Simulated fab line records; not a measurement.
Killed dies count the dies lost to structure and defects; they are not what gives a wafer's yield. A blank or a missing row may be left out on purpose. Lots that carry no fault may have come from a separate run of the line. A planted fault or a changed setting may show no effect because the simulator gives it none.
Matching of chambers -- flow n5-finfet -- N5_FIN_CUT_STRIP_22 on rie-diel-06 has 4 sister chambers
The step strips in N2/H2. 4 wafers are shown with their chamber, then 9 later ones without.

== WAFERS WITH THEIR CHAMBER ==
wafer,chamber,drypump-motor-current-A (A)
L087.1,0,6.3
L087.4,3,6.4
L088.4,1,5.8
L088.5,2,5.6

== WAFERS WITHOUT THEIR CHAMBER ==
wafer,drypump-motor-current-A (A)
L091.1,5.8
L091.3,6.3
L091.6,5.7
L093.2,5.8
L093.3,6.4
L093.5,6.3
L096.2,6.4
L096.3,5.7
L096.5,6.5

== EACH ONE'S CHAMBER ==
wafer,from the rows above,in truth
L091.1,1,1
L091.3,can't be placed: 0 or 3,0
L091.6,can't be placed: 1 or 2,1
L093.2,1,1
L093.3,can't be placed: 3 or 0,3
L093.5,can't be placed: 0 or 3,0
L096.2,can't be placed: 3 or 0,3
L096.3,can't be placed: 1 or 2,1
L096.5,can't be placed: 3 or 0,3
2 of 9 placed correctly. From these rows, 7 cannot be placed; in 7 the true chamber is one of the candidates. Placed wrongly: 0.
How it was worked out, from the rows above alone: a wafer's distance from a chamber is the root of the sum, over the readings, of the square of ((its reading less the chamber's mean) divided by the reading's scatter). If the next closest chamber is less than 2 further off than the closest, the wafer can't be placed; otherwise it belongs to the closest. Each chamber's mean is taken over the wafers shown for it. The scatter: with one shown wafer a chamber, the root of the mean of the squares of how far each hidden wafer lies from its nearest shown one.
